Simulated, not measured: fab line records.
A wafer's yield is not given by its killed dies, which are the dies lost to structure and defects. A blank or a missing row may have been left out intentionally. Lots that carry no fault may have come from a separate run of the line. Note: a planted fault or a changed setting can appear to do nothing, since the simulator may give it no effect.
Tool commonality check    flow n5-finfet    Sampled: 9 lots, 27 wafers

REASON FOR OPENING
At N5_BEOL_M9_OCD_MEAS_38 the reading trench-depth-nm is flagged on 2 of 9 lots. Fault-free wafers read 150.8 nm, with a standard deviation of 2.4.
Rule: a lot is flagged in two cases, either no wafer of it has a number, or all its wafers with numbers fall more than 4 standard deviations from that mean. The other lots count as sound.

lot   measured      on      trench-depth-nm (nm), wafer by wafer  flag
L432  day 9 16:32   ocd-02  149.1 152.1 152.7                     
L433  day 10 04:02  ocd-01  149.7 150.2 151.3                     
L437  day 11 01:30  ocd-02  151.9 152.7 151.1                     
L440  day 11 13:58  ocd-01  169.6 162.9 163.3                     FLAGGED
L441  day 11 23:24  ocd-01  162.8 161.1 163.1                     FLAGGED
L448  day 14 01:27  ocd-02  154.4 148.9 145.4                     
L452  day 14 16:47  ocd-01  151.1 151.8 149.4                     
L451  day 14 21:20  ocd-01  150.9 152.3 150.0                     
L454  day 15 09:25  ocd-01  149.9 148.7 151.9                     
On average the flagged lots' numbers are 163.8 nm, which is +13.0 nm against the usual, or +5 standard deviations.

EACH LOT AND THE TOOL IT RAN ON
Before the reading, the record contains 2 process steps out of a 1938-step route. Each cell gives the tool, then ch followed by the chambers the sampled wafers passed through, then the start.
lot   flag     N5_BEOL_M9_STRIP_67                 N5_BEOL_M9_TRENCH_ETCH_37
L432           rie-diel-03 ch 0,1,2, day 9 14:29   rie-diel-03 ch 0,1,2, day 9 16:22
L433           rie-diel-02 ch 0,1,3, day 10 00:38  rie-diel-04 ch 2,3, day 10 03:52
L437           rie-diel-03 ch 1,2, day 11 00:10    rie-diel-03 ch 1,2, day 11 01:20
L440  FLAGGED  rie-diel-02 ch 0,1, day 11 11:35    rie-diel-03 ch 0,2, day 11 13:47
L441  FLAGGED  rie-diel-03 ch 0,2,3, day 11 21:24  rie-diel-03 ch 1,2, day 11 23:13
L448           rie-diel-03 ch 1,2,3, day 13 21:32  rie-diel-02 ch 1,2,3, day 14 01:16
L452           rie-diel-04 ch 1,2,3, day 14 14:41  rie-diel-04 ch 2,3, day 14 16:36
L451           rie-diel-03 ch 1,2, day 14 19:21    rie-diel-04 ch 2,3, day 14 21:10
L454           rie-diel-02 ch 0,2,3, day 15 08:04  rie-diel-03 ch 1,2, day 15 09:14
What is done by these steps:
- N5_BEOL_M9_STRIP_67: strips in CF4.
- N5_BEOL_M9_TRENCH_ETCH_37: etches SiCOH lowk in C4F6/O2, target depth 151.43 nm, time 49 s.
- N5_BEOL_M9_OCD_MEAS_38

FLAGGED AGAINST TOTAL, ONE TOOL AT A TIME (gauges that did the reading follow at the end)
step                       tool         lots run  flagged  share of the flagged lots  sound lots run after its first flagged lot
N5_BEOL_M9_STRIP_67        rie-diel-02  3         1        some                       1 (L454)
N5_BEOL_M9_STRIP_67        rie-diel-03  5         1        some                       2 (L448,L451)
N5_BEOL_M9_STRIP_67        rie-diel-04  1         0        none                       -
N5_BEOL_M9_TRENCH_ETCH_37  rie-diel-02  1         0        none                       -
N5_BEOL_M9_TRENCH_ETCH_37  rie-diel-03  5         2        all                        1 (L454)
N5_BEOL_M9_TRENCH_ETCH_37  rie-diel-04  3         0        none                       -
N5_BEOL_M9_OCD_MEAS_38     ocd-01       6         2        all                        3 (L452,L451,L454)
N5_BEOL_M9_OCD_MEAS_38     ocd-02       3         0        none                       -

WHAT THE TABLE ALLOWS
2 rows of the table ran every flagged lot: rie-diel-03 at N5_BEOL_M9_TRENCH_ETCH_37, ocd-01 at N5_BEOL_M9_OCD_MEAS_38.
- rie-diel-03 at N5_BEOL_M9_TRENCH_ETCH_37 ran 5 lots, 2 of them flagged. After the first flagged lot (L454), sound lots still ran on it; a lasting fault on the whole tool would not permit that. Its own readings (rf-fwd-power-W, rf-vpp-V) fall more than 4 standard deviations out on all wafers of the flagged lots.
- ocd-01 at N5_BEOL_M9_OCD_MEAS_38 ran 6 lots, 2 of them flagged. After the first flagged lot (L452, L451, L454), sound lots still ran on it; a lasting fault on the whole tool would not permit that.
There is no row in the table that ran each flagged lot and no sound lot after the first.

WHAT WAS PUT IN BY THE SIMULATOR
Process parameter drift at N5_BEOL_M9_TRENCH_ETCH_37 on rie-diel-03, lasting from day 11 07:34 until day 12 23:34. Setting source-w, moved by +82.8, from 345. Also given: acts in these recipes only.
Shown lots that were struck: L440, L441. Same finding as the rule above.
